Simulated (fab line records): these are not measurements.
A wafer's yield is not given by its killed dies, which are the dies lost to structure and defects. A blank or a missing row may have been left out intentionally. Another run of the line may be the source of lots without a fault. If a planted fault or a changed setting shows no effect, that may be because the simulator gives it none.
Matching of chambers + flow nand_harc + NHARC_P_ZERO_WELL_DESCUM_54 on rie_diel-09: 4 sister chambers
The step chemistry O2, time 3 s. 8 wafers are shown with their chamber, then 7 later ones without.

## WAFERS WITH THEIR CHAMBER
| wafer  | chamber | drypump_motor_current_A (A) | rf_vpp_V (V) |
|--------|---------|-----------------------------|--------------|
| L082.6 | 2       | 5.4                         | 58.3         |
| L087.2 | 3       | 4.7                         | 59.0         |
| L087.3 | 2       | 5.4                         | 57.8         |
| L090.1 | 3       | 4.7                         | 57.9         |
| L090.3 | 1       | 5.8                         | 56.5         |
| L090.5 | 0       | 5.1                         | 57.8         |
| L091.1 | 0       | 5.1                         | 58.1         |
| L091.5 | 1       | 5.7                         | 56.8         |

## WAFERS WITH NO CHAMBER GIVEN
| wafer  | drypump_motor_current_A (A) | rf_vpp_V (V) |
|--------|-----------------------------|--------------|
| L091.6 | 5.4                         | 56.4         |
| L092.1 | 5.4                         | 58.7         |
| L092.4 | 4.7                         | 57.5         |
| L092.6 | 4.7                         | 58.3         |
| L093.2 | 5.4                         | 56.7         |
| L093.3 | 4.7                         | 57.0         |
| L093.6 | 5.1                         | 58.2         |

## EACH ONE'S CHAMBER
| wafer  | from the rows above | in truth |
|--------|---------------------|----------|
| L091.6 | 2                   | 2        |
| L092.1 | 2                   | 2        |
| L092.4 | 3                   | 3        |
| L092.6 | 3                   | 3        |
| L093.2 | 2                   | 2        |
| L093.3 | 3                   | 3        |
| L093.6 | 0                   | 0        |
Correctly placed: 7 of 7. Not placeable from these rows: 0. Number placed wrongly: 0.
How it was worked out, from the rows above alone: a wafer's distance from a chamber is the root of the sum, over the readings, of the square of ((its reading less the chamber's mean) divided by the reading's scatter). If the next closest chamber is less than 2 further off than the closest, the wafer can't be placed; otherwise it belongs to the closest. For every chamber, the mean is computed from those of its wafers that are shown. The scatter: the root of (the sum of the squares of (reading less its chamber's mean) over the shown wafers, divided by (wafers less chambers)).
